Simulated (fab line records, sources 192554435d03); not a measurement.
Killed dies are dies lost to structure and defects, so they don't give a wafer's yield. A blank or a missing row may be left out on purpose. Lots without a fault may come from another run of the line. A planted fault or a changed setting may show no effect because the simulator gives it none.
A struck lot beside a sound one | flow n5_finfet | 37 steps out of a route of 1938
Sound: wafers L937.1, L937.3, L937.5. Struck: wafers L925.2, L925.3, L925.5. The cause comes at the end.
At each step with rows: each side's tool, then ch and its chambers, then its first start. Under that, the readings that differ: sound wafers | struck wafers | difference of the means | sigmas: that difference in standard deviations of wafers without a fault.
alike: readings whose means differ by less than 2 such deviations, and words and numbers that are the same on both sides. not compared: withheld readings, readings that some wafer has no value for, bounds like >300 that may hide the same value, and numbers for which the record gives no deviation and whose values overlap.
The two part at a step that has a row with sigmas, a row that says differs or no value, or rows on one side only. Numbers that don't overlap but have no deviation are shown without sigmas and don't part them. A reading that every wafer of one side lacks parts them only if that side has two wafers or more.

first, 8 steps without rows for these wafers: N5_BEOL_M2_ECD_50 (material Cu, target thk 300 nm); N5_BEOL_M2_ANNEAL_51 (time 90 s); N5_BEOL_M2_CMP_52 (polishes, stops on SiOC, t overpolish 6.8 s, target thk 40 nm); N5_BEOL_M2_PRE_CLEAN_60 (time 15 s); N5_BEOL_M2_CO_CAP_55 (material Co, precursor CCTBA/H2, target thk 2 nm, time 102.1 s); N5_BEOL_M2_PRE_CLEAN_56 (time 15 s); N5_BEOL_M2_DEP_57 (deposits SiCN from 3MS/NH3, target thk 8 nm, time 14 s); N5_BEOL_M3_ILD_DEP_00 (deposits SiOC from DEMS/O2, target thk 79 nm, time 15.3 s).
N5_BEOL_M3_PECVD_72: deposits SiO2 from TEOS/O2, target thk 16 nm, time 18 s.
  sound on pecvd-02 ch 0,1,2, day 12 10:47; struck on pecvd-02 ch 2, day 9 11:59
  reading                                    | sound                | struck               | difference | sigmas
  susceptor_temp_C (C)                       | 399.75 399.78 400.24 | 404.87 404.64 404.88 | +4.87      | +23
  model.SiO2_of_BEOL_M3_PECVD_72.thk_nm (nm) | 16 15.8 16           | 15 15.4 15.4         | -1         |
  alike: heater_power_w, showerhead_plenum_p_Torr, throttle_valve_pct
then, 25 steps without rows for these wafers: N5_BEOL_M3_HM_DEP_02 (deposits TiN, target thk 20 nm); N5_BEOL_M3_COAT_61 (time 60 s, resist thk 60 nm); N5_BEOL_M3_COAT_62 (time 60 s, resist thk 12 nm); N5_BEOL_M3_COAT_73 (time 60 s, resist thk 5 nm); N5_BEOL_M3_COAT_05 (resist thk 30 nm); N5_BEOL_M3_EBR_07; N5_BEOL_M3_SOFTBAKE_06 (time 60 s); N5_BEOL_M3_EXPOSE_08 (exposes mask M3); N5_BEOL_M3_PEB_09 (peb time 60 s); N5_BEOL_M3_DEVELOP_10 (develop time 30 s); N5_BEOL_M3_DESCUM_16 (chemistry O2, time 7 s); N5_BEOL_M3_ETCH_74 (etches underlayer in N2/H2, target depth 6.5 nm, time 5.2 s); N5_BEOL_M3_ETCH_63 (etches SiARC in CF4, target depth 15.6 nm, time 26 s); N5_BEOL_M3_ETCH_64 (etches SOC in N2/H2, target depth 75 nm, overetch 15 nm, time 112.5 s); N5_BEOL_M3_STRIP_65 (strips in N2/H2); N5_BEOL_M3_STRIP_75 (strips in N2/H2); N5_BEOL_M3_STRIP_66 (strips in CF4); N5_BEOL_M3_HM_OPEN_17 (chemistry Cl2/BCl3, target TiN, target depth 20 nm, overetch 6 nm); N5_BEOL_M3_STRIP_19 (strips in O2); N5_BEOL_M3_COAT_67 (time 60 s, resist thk 60 nm); N5_BEOL_M3_COAT_68 (time 60 s, resist thk 12 nm); N5_BEOL_M3_COAT_76 (time 60 s, resist thk 5 nm); N5_BEOL_M3_COAT_22 (resist thk 30 nm); N5_BEOL_M3_EBR_24; N5_BEOL_M3_SOFTBAKE_23 (time 60 s).
N5_BEOL_M3_HM_STRIP_39: strips TiN in peroxide tin strip, target depth 25 nm, time 158 s.
  sound on wet_bench-06 ch 2,4,5, day 13 07:51; struck on wet_bench-05 ch 1,6,7, day 9 21:46
  reading                                    | sound          | struck         | difference | sigmas
  model.SiO2_of_BEOL_M3_PECVD_72.thk_nm (nm) | 15.8 15.6 15.8 | 14.8 15.2 15.2 | -0.7       |
N5_BEOL_M4_RC_MEAS_101:
  sound on prober-01 ch 0, day 13 23:37; struck on prober-02 ch 0, day 10 18:48
  alike: DIBL_N, DIBL_P, IOFF_N, IOFF_P, ION_N, ION_P, SS_N, SS_P, VT_N, VT_P
-- the record jumps here: 5 days lie between the struck wafers' starts before and after (it left off in module BEOL_M4 and takes up again in module PASSIVATION, whose first step shown is number 1936 of the route) --
N5_PASSIVATION_PROBE_49:
  sound on prober-02, day 18 16:19; struck on prober-01, day 15 14:37
  alike: defect_limited_yield, killed_at_M0_to_M3, killed_at_M4_up, killed_at_contacts, killed_at_front_end, killed_at_other, killed_dies, killed_open, killed_short, sort_bin_5_function, sort_bin_6_memory, sort_n_pass, sort_yield_pct

WHERE THEY PART
Only at N5_BEOL_M3_PECVD_72, within this record. Later steps at which nothing parts them and some readings are alike: N5_BEOL_M4_RC_MEAS_101, N5_PASSIVATION_PROBE_49.

WHY: what the simulator had put in
Process parameter drift: pecvd-02, from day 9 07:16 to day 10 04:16, at N5_BEOL_M3_PECVD_72. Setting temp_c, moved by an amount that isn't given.
